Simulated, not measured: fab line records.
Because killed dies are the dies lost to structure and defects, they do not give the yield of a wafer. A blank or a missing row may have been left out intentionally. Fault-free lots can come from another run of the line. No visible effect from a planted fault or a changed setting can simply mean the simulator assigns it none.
Which of the tools did it? || flow nand harc || 11 lots with 33 wafers sampled at 6 steps, on a route of 1302 steps

## WHAT THE GAUGES READ, wafer by wafer
NHARC_A_ZERO_WELL_INSPECT_17. Usual: raw defect count 12, standard deviation 8.
{"lot": "L713", "measured": "day 6 22:31", "on": "defect inspect-02", "raw defect count": "22 29 15", "flag": ""}
{"lot": "L715", "measured": "day 7 11:52", "on": "defect inspect-02", "raw defect count": "11 31 21", "flag": ""}
{"lot": "L718", "measured": "day 8 22:34", "on": "defect inspect-02", "raw defect count": "16 6 18", "flag": ""}
{"lot": "L719", "measured": "day 9 04:13", "on": "defect inspect-02", "raw defect count": "13 9 9", "flag": ""}
{"lot": "L723", "measured": "day 10 20:09", "on": "defect inspect-01", "raw defect count": "5 18 18", "flag": ""}
{"lot": "L722", "measured": "day 10 21:01", "on": "defect inspect-01", "raw defect count": "4 11 6", "flag": ""}
{"lot": "L727", "measured": "day 12 23:01", "on": "defect inspect-01", "raw defect count": "7 11 7", "flag": ""}
{"lot": "L728", "measured": "day 13 00:42", "on": "defect inspect-02", "raw defect count": "14 18 35", "flag": ""}
{"lot": "L729", "measured": "day 13 10:58", "on": "defect inspect-02", "raw defect count": "14 7 5", "flag": ""}
{"lot": "L731", "measured": "day 14 04:17", "on": "defect inspect-02", "raw defect count": "13 6 10", "flag": ""}
{"lot": "L732", "measured": "day 14 15:13", "on": "defect inspect-01", "raw defect count": "6 7 17", "flag": ""}

NHARC_A_SOURCE_PLATE_THK_MEAS_09: measures by ellipsometry. Usual: thk nm 9.6 nm, standard deviation 0.92.
{"lot": "L713", "measured": "day 7 05:48", "on": "film metro-01", "thk nm (nm)": "11.1 9.1 9.1", "flag": ""}
{"lot": "L715", "measured": "day 7 17:11", "on": "film metro-02", "thk nm (nm)": "8.9 7.5 12.8", "flag": ""}
{"lot": "L718", "measured": "day 9 05:54", "on": "film metro-02", "thk nm (nm)": "8.5 10.2 10.5", "flag": ""}
{"lot": "L719", "measured": "day 9 12:29", "on": "film metro-01", "thk nm (nm)": "8.8 10.9 9.1", "flag": ""}
{"lot": "L723", "measured": "day 11 03:53", "on": "film metro-01", "thk nm (nm)": "9.1 9.0 9.3", "flag": ""}
{"lot": "L722", "measured": "day 11 03:52", "on": "film metro-02", "thk nm (nm)": "8.4 9.4 9.1", "flag": ""}
{"lot": "L727", "measured": "day 13 05:38", "on": "film metro-02", "thk nm (nm)": "8.8 9.2 9.5", "flag": ""}
{"lot": "L728", "measured": "day 13 05:38", "on": "film metro-01", "thk nm (nm)": "7.7 10.5 9.4", "flag": ""}
{"lot": "L729", "measured": "day 13 22:35", "on": "film metro-02", "thk nm (nm)": "16.2 17.2 17.2", "flag": "OFF"}
{"lot": "L731", "measured": "day 15 00:56", "on": "film metro-02", "thk nm (nm)": "16.9 15.4 15.1", "flag": "OFF"}
{"lot": "L732", "measured": "day 15 04:38", "on": "film metro-02", "thk nm (nm)": "15.7 15.0 14.7", "flag": "OFF"}

NHARC_END_SORT_01. Usual: killed at array 53, standard deviation 20; killed at other 1, standard deviation 1.2; killed at periphery 3.7, standard deviation 2.6; killed dies 58, standard deviation 20; killed open 3.5, standard deviation 1.8; killed short 2.4, standard deviation 1.7.
{"lot": "L713", "measured": "day 24 04:37", "on": "prober-02", "killed at array": "24 18 15", "killed at other": "0 1 0", "killed at periphery": "5 7 5", "killed dies": "29 26 20", "killed open": "5 2 3", "killed short": "3 3 3", "flag": ""}
{"lot": "L715", "measured": "day 24 22:47", "on": "prober-02", "killed at array": "81 87 77", "killed at other": "0 2 1", "killed at periphery": "0 1 1", "killed dies": "81 90 79", "killed open": "2 2 6", "killed short": "1 2 0", "flag": ""}
{"lot": "L718", "measured": "day 26 02:25", "on": "prober-02", "killed at array": "53 46 49", "killed at other": "3 2 3", "killed at periphery": "3 5 4", "killed dies": "59 53 56", "killed open": "1 2 6", "killed short": "3 6 1", "flag": ""}
{"lot": "L719", "measured": "day 26 22:41", "on": "prober-02", "killed at array": "32 26 25", "killed at other": "3 0 1", "killed at periphery": "1 2 5", "killed dies": "36 28 31", "killed open": "6 3 3", "killed short": "1 3 2", "flag": ""}
{"lot": "L723", "measured": "day 28 06:58", "on": "prober-02", "killed at array": "59 53 61", "killed at other": "1 1 4", "killed at periphery": "3 7 3", "killed dies": "63 61 68", "killed open": "4 1 2", "killed short": "0 0 3", "flag": ""}
{"lot": "L722", "measured": "day 28 06:10", "on": "prober-01", "killed at array": "55 37 58", "killed at other": "1 2 3", "killed at periphery": "1 2 1", "killed dies": "57 41 62", "killed open": "6 0 4", "killed short": "0 4 1", "flag": ""}
{"lot": "L727", "measured": "day 30 01:22", "on": "prober-01", "killed at array": "42 18 33", "killed at other": "1 1 1", "killed at periphery": "4 2 1", "killed dies": "47 21 35", "killed open": "3 1 3", "killed short": "0 1 0", "flag": ""}
{"lot": "L728", "measured": "day 30 01:25", "on": "prober-02", "killed at array": "75 63 85", "killed at other": "3 3 1", "killed at periphery": "4 3 5", "killed dies": "82 69 91", "killed open": "6 7 4", "killed short": "3 6 3", "flag": ""}
{"lot": "L729", "measured": "day 31 06:31", "on": "prober-02", "killed at array": "44 34 35", "killed at other": "1 1 1", "killed at periphery": "5 6 3", "killed dies": "50 41 39", "killed open": "3 4 5", "killed short": "3 2 2", "flag": ""}
{"lot": "L731", "measured": "day 31 19:31", "on": "prober-01", "killed at array": "55 43 44", "killed at other": "2 0 0", "killed at periphery": "4 2 2", "killed dies": "61 45 46", "killed open": "2 4 3", "killed short": "2 0 0", "flag": ""}
{"lot": "L732", "measured": "day 31 17:59", "on": "prober-02", "killed at array": "27 57 26", "killed at other": "0 1 1", "killed at periphery": "0 2 1", "killed dies": "27 60 28", "killed open": "4 5 4", "killed short": "0 3 3", "flag": ""}

## WHICH TOOL RAN EACH LOT (tool, then ch and the chambers of the sampled wafers, then the start)
{"lot": "L713", "NHARC_A_ZERO_WELL_ETCH_19": "rie diel-06 ch 2,3, day 6 21:17", "NHARC_A_ZERO_WELL_ETCH_13": "rie si-06 ch 1,2,3, day 6 21:26", "NHARC_A_SOURCE_PLATE_OXIDE_02": "furnace-01 ch 0, day 7 01:46"}
{"lot": "L715", "NHARC_A_ZERO_WELL_ETCH_19": "rie diel-06 ch 0,1,2, day 7 10:37", "NHARC_A_ZERO_WELL_ETCH_13": "rie si-04 ch 0,1,3, day 7 10:46", "NHARC_A_SOURCE_PLATE_OXIDE_02": "furnace-01 ch 0, day 7 13:07"}
{"lot": "L718", "NHARC_A_ZERO_WELL_ETCH_19": "rie diel-13 ch 0,2,3, day 8 21:22", "NHARC_A_ZERO_WELL_ETCH_13": "rie si-01 ch 1,2, day 8 21:28", "NHARC_A_SOURCE_PLATE_OXIDE_02": "furnace-01 ch 0, day 9 01:49"}
{"lot": "L719", "NHARC_A_ZERO_WELL_ETCH_19": "rie diel-13 ch 0,3, day 9 03:01", "NHARC_A_ZERO_WELL_ETCH_13": "rie si-06 ch 0,1,2, day 9 03:07", "NHARC_A_SOURCE_PLATE_OXIDE_02": "furnace-02 ch 0, day 9 08:28"}
{"lot": "L723", "NHARC_A_ZERO_WELL_ETCH_19": "rie diel-06 ch 0,1, day 10 18:53", "NHARC_A_ZERO_WELL_ETCH_13": "rie si-01 ch 0,2,3, day 10 19:01", "NHARC_A_SOURCE_PLATE_OXIDE_02": "furnace-02 ch 0, day 10 23:48"}
{"lot": "L722", "NHARC_A_ZERO_WELL_ETCH_19": "rie diel-06 ch 1,2,3, day 10 19:49", "NHARC_A_ZERO_WELL_ETCH_13": "rie si-06 ch 0,1,2, day 10 19:56", "NHARC_A_SOURCE_PLATE_OXIDE_02": "furnace-02 ch 0, day 10 23:48"}
{"lot": "L727", "NHARC_A_ZERO_WELL_ETCH_19": "rie diel-13 ch 1,3, day 12 21:48", "NHARC_A_ZERO_WELL_ETCH_13": "rie si-06 ch 0,1,3, day 12 21:56", "NHARC_A_SOURCE_PLATE_OXIDE_02": "furnace-01 ch 0, day 13 01:29"}
{"lot": "L728", "NHARC_A_ZERO_WELL_ETCH_19": "rie diel-06 ch 0,2,3, day 12 23:28", "NHARC_A_ZERO_WELL_ETCH_13": "rie si-04 ch 0,2,3, day 12 23:36", "NHARC_A_SOURCE_PLATE_OXIDE_02": "furnace-01 ch 0, day 13 01:29"}
{"lot": "L729", "NHARC_A_ZERO_WELL_ETCH_19": "rie diel-06 ch 2,3, day 13 09:45", "NHARC_A_ZERO_WELL_ETCH_13": "rie si-01 ch 0,1, day 13 09:52", "NHARC_A_SOURCE_PLATE_OXIDE_02": "furnace-08 ch 0, day 13 14:06 and furnace-02 ch 0, day 13 18:11"}
{"lot": "L731", "NHARC_A_ZERO_WELL_ETCH_19": "rie diel-11 ch 0,1,2, day 14 03:05", "NHARC_A_ZERO_WELL_ETCH_13": "rie si-01 ch 0,2,3, day 14 03:13", "NHARC_A_SOURCE_PLATE_OXIDE_02": "furnace-01 ch 0, day 14 13:21"}
{"lot": "L732", "NHARC_A_ZERO_WELL_ETCH_19": "rie diel-13 ch 0,1, day 14 14:00", "NHARC_A_ZERO_WELL_ETCH_13": "rie si-01 ch 2,3, day 14 14:07", "NHARC_A_SOURCE_PLATE_OXIDE_02": "furnace-02 ch 0, day 14 18:52"}
- NHARC_A_ZERO_WELL_ETCH_19: etches the open film in N2/H2, target depth 80 nm, overetch 24 nm, time 87.88 s.
- NHARC_A_ZERO_WELL_ETCH_13: etches the open film in HBr/Cl2, target depth 120 nm, time 40.1 s.
- NHARC_A_SOURCE_PLATE_OXIDE_02: material SiO2, target thk 10 nm, ox time 1362 s.

## AS READ BY THE TOOLS THEMSELVES (means over the sampled wafers that have a number; for cases with no such wafer, the mark the record gives instead)
NHARC_A_ZERO_WELL_ETCH_19. Usual: drypump motor current A 5.8 A, standard deviation 0.41; oes product au 1.007 a.u., standard deviation 0.01; rf fwd power W 397.2 W, standard deviation 1.4; rf vpp V 430.2 V, standard deviation 2.7; showerhead plenum p Torr 2.03 Torr, standard deviation 0.094; throttle valve pct 14.170 %, standard deviation 0.0095.
{"lot": "L713", "tool": "rie diel-06", "drypump motor current A (A)": 5.8, "oes product au (a.u.)": 1.006, "rf fwd power W (W)": 396.5, "rf vpp V (V)": 432.2, "showerhead plenum p Torr (Torr)": 2.11, "throttle valve pct (%)": 14.172, "flag": ""}
{"lot": "L715", "tool": "rie diel-06", "drypump motor current A (A)": 5.9, "oes product au (a.u.)": 1.011, "rf fwd power W (W)": 396.6, "rf vpp V (V)": 429.8, "showerhead plenum p Torr (Torr)": 2.01, "throttle valve pct (%)": 14.171, "flag": ""}
{"lot": "L718", "tool": "rie diel-13", "drypump motor current A (A)": 5.8, "oes product au (a.u.)": 1.011, "rf fwd power W (W)": 397.3, "rf vpp V (V)": 429.6, "showerhead plenum p Torr (Torr)": 2.03, "throttle valve pct (%)": 14.171, "flag": ""}
{"lot": "L719", "tool": "rie diel-13", "drypump motor current A (A)": 6.0, "oes product au (a.u.)": 1.000, "rf fwd power W (W)": 396.6, "rf vpp V (V)": 432.5, "showerhead plenum p Torr (Torr)": 2.11, "throttle valve pct (%)": 14.173, "flag": ""}
{"lot": "L723", "tool": "rie diel-06", "drypump motor current A (A)": 5.9, "oes product au (a.u.)": 1.009, "rf fwd power W (W)": 398.1, "rf vpp V (V)": 428.1, "showerhead plenum p Torr (Torr)": 1.97, "throttle valve pct (%)": 14.176, "flag": ""}
{"lot": "L722", "tool": "rie diel-06", "drypump motor current A (A)": 5.8, "oes product au (a.u.)": 1.015, "rf fwd power W (W)": 396.6, "rf vpp V (V)": 431.5, "showerhead plenum p Torr (Torr)": 2.07, "throttle valve pct (%)": 14.176, "flag": ""}
{"lot": "L727", "tool": "rie diel-13", "drypump motor current A (A)": 5.1, "oes product au (a.u.)": 0.997, "rf fwd power W (W)": 397.1, "rf vpp V (V)": 427.3, "showerhead plenum p Torr (Torr)": 1.92, "throttle valve pct (%)": 14.167, "flag": ""}
{"lot": "L728", "tool": "rie diel-06", "drypump motor current A (A)": 5.7, "oes product au (a.u.)": 1.002, "rf fwd power W (W)": 396.4, "rf vpp V (V)": 430.7, "showerhead plenum p Torr (Torr)": 2.05, "throttle valve pct (%)": 14.170, "flag": ""}
{"lot": "L729", "tool": "rie diel-06", "drypump motor current A (A)": 5.6, "oes product au (a.u.)": 1.012, "rf fwd power W (W)": 399.8, "rf vpp V (V)": 432.0, "showerhead plenum p Torr (Torr)": 2.11, "throttle valve pct (%)": 14.172, "flag": ""}
{"lot": "L731", "tool": "rie diel-11", "drypump motor current A (A)": 5.8, "oes product au (a.u.)": 1.010, "rf fwd power W (W)": 396.8, "rf vpp V (V)": 431.7, "showerhead plenum p Torr (Torr)": 2.08, "throttle valve pct (%)": 14.166, "flag": ""}
{"lot": "L732", "tool": "rie diel-13", "drypump motor current A (A)": 6.0, "oes product au (a.u.)": 0.984, "rf fwd power W (W)": 397.5, "rf vpp V (V)": 432.6, "showerhead plenum p Torr (Torr)": 2.09, "throttle valve pct (%)": 14.177, "flag": ""}

NHARC_A_ZERO_WELL_ETCH_13. Usual: drypump motor current A 5.6 A, standard deviation 0.32; he backside leak sccm 2.7 sccm, standard deviation 0.3; oes product au 1.000 a.u., standard deviation 0.0096; rf fwd power W 395.8 W, standard deviation 1.7; throttle valve pct 26.406 %, standard deviation 0.0092.
{"lot": "L713", "tool": "rie si-06", "drypump motor current A (A)": 5.6, "he backside leak sccm (sccm)": 2.6, "oes product au (a.u.)": 0.989, "rf fwd power W (W)": 394.5, "throttle valve pct (%)": 26.408, "flag": ""}
{"lot": "L715", "tool": "rie si-04", "drypump motor current A (A)": 5.4, "he backside leak sccm (sccm)": 2.5, "oes product au (a.u.)": 0.990, "rf fwd power W (W)": 394.8, "throttle valve pct (%)": 26.407, "flag": ""}
{"lot": "L718", "tool": "rie si-01", "drypump motor current A (A)": 5.9, "he backside leak sccm (sccm)": 3.2, "oes product au (a.u.)": 1.011, "rf fwd power W (W)": 394.2, "throttle valve pct (%)": 26.405, "flag": ""}
{"lot": "L719", "tool": "rie si-06", "drypump motor current A (A)": 5.4, "he backside leak sccm (sccm)": 2.5, "oes product au (a.u.)": 0.989, "rf fwd power W (W)": 394.4, "throttle valve pct (%)": 26.412, "flag": ""}
{"lot": "L723", "tool": "rie si-01", "drypump motor current A (A)": 5.8, "he backside leak sccm (sccm)": 2.6, "oes product au (a.u.)": 1.004, "rf fwd power W (W)": 397.4, "throttle valve pct (%)": 26.403, "flag": ""}
{"lot": "L722", "tool": "rie si-06", "drypump motor current A (A)": 5.4, "he backside leak sccm (sccm)": 2.5, "oes product au (a.u.)": 0.999, "rf fwd power W (W)": 392.4, "throttle valve pct (%)": 26.414, "flag": ""}
{"lot": "L727", "tool": "rie si-06", "drypump motor current A (A)": 5.3, "he backside leak sccm (sccm)": 2.6, "oes product au (a.u.)": 1.001, "rf fwd power W (W)": 395.3, "throttle valve pct (%)": 26.400, "flag": ""}
{"lot": "L728", "tool": "rie si-04", "drypump motor current A (A)": 5.3, "he backside leak sccm (sccm)": 2.6, "oes product au (a.u.)": 0.999, "rf fwd power W (W)": 394.3, "throttle valve pct (%)": 26.396, "flag": ""}
{"lot": "L729", "tool": "rie si-01", "drypump motor current A (A)": 5.7, "he backside leak sccm (sccm)": 2.7, "oes product au (a.u.)": 1.001, "rf fwd power W (W)": 396.9, "throttle valve pct (%)": 26.408, "flag": ""}
{"lot": "L731", "tool": "rie si-01", "drypump motor current A (A)": 5.7, "he backside leak sccm (sccm)": 2.6, "oes product au (a.u.)": 0.999, "rf fwd power W (W)": 396.8, "throttle valve pct (%)": 26.416, "flag": ""}
{"lot": "L732", "tool": "rie si-01", "drypump motor current A (A)": 5.9, "he backside leak sccm (sccm)": 2.8, "oes product au (a.u.)": 1.004, "rf fwd power W (W)": 396.9, "throttle valve pct (%)": 26.408, "flag": ""}

NHARC_A_SOURCE_PLATE_OXIDE_02. Usual: spike tc centre C 899.4 C, standard deviation 1.5; spike tc upper C 900.7 C, standard deviation 1.2.
{"lot": "L713", "tool": "furnace-01", "spike tc centre C (C)": 899.4, "spike tc upper C (C)": 900.5, "flag": ""}
{"lot": "L715", "tool": "furnace-01", "spike tc centre C (C)": 898.8, "spike tc upper C (C)": 901.3, "flag": ""}
{"lot": "L718", "tool": "furnace-01", "spike tc centre C (C)": 898.8, "spike tc upper C (C)": 900.3, "flag": ""}
{"lot": "L719", "tool": "furnace-02", "spike tc centre C (C)": 900.5, "spike tc upper C (C)": 900.4, "flag": ""}
{"lot": "L723", "tool": "furnace-02", "spike tc centre C (C)": 900.2, "spike tc upper C (C)": 901.7, "flag": ""}
{"lot": "L722", "tool": "furnace-02", "spike tc centre C (C)": 900.8, "spike tc upper C (C)": 901.9, "flag": ""}
{"lot": "L727", "tool": "furnace-01", "spike tc centre C (C)": 897.9, "spike tc upper C (C)": 901.0, "flag": ""}
{"lot": "L728", "tool": "furnace-01", "spike tc centre C (C)": 899.3, "spike tc upper C (C)": 899.2, "flag": ""}
{"lot": "L729", "tool": "furnace-08/furnace-02", "spike tc centre C (C)": 899.2, "spike tc upper C (C)": 899.9, "flag": ""}
{"lot": "L731", "tool": "furnace-01", "spike tc centre C (C)": 898.8, "spike tc upper C (C)": 900.0, "flag": ""}
{"lot": "L732", "tool": "furnace-02", "spike tc centre C (C)": 900.5, "spike tc upper C (C)": 902.2, "flag": ""}

## THE ANSWER, worked out from the rows above alone
Rule: take the mean of a lot's wafers that have a number; if it is more than 3 standard deviations from the usual mean, the lot is off. Also off: a lot with no number at a reading for which 4 or more lots have one. All remaining lots with rows at the step are treated as sound. After the gauges, taken in route order, come the tools' own readings; for these a lot's mean is taken, as printed above. The first step at which some lot is off is used, and at that step the reading that is off furthest; a lot without a number counts as furthest.
Off: L729, L731, L732, at NHARC_A_SOURCE_PLATE_THK_MEAS_09 (thk nm).
A tool fits if, at a process step before that reading, it ran every lot that is off, and no sound lot after the first of them. The gauges at NHARC_A_SOURCE_PLATE_THK_MEAS_09 are tried like those tools. Undecided on this evidence; 2 tools fit (rie si-01 at NHARC_A_ZERO_WELL_ETCH_13, film metro-02 at NHARC_A_SOURCE_PLATE_THK_MEAS_09).

## WHAT HAD BEEN PUT IN BY THE SIMULATOR
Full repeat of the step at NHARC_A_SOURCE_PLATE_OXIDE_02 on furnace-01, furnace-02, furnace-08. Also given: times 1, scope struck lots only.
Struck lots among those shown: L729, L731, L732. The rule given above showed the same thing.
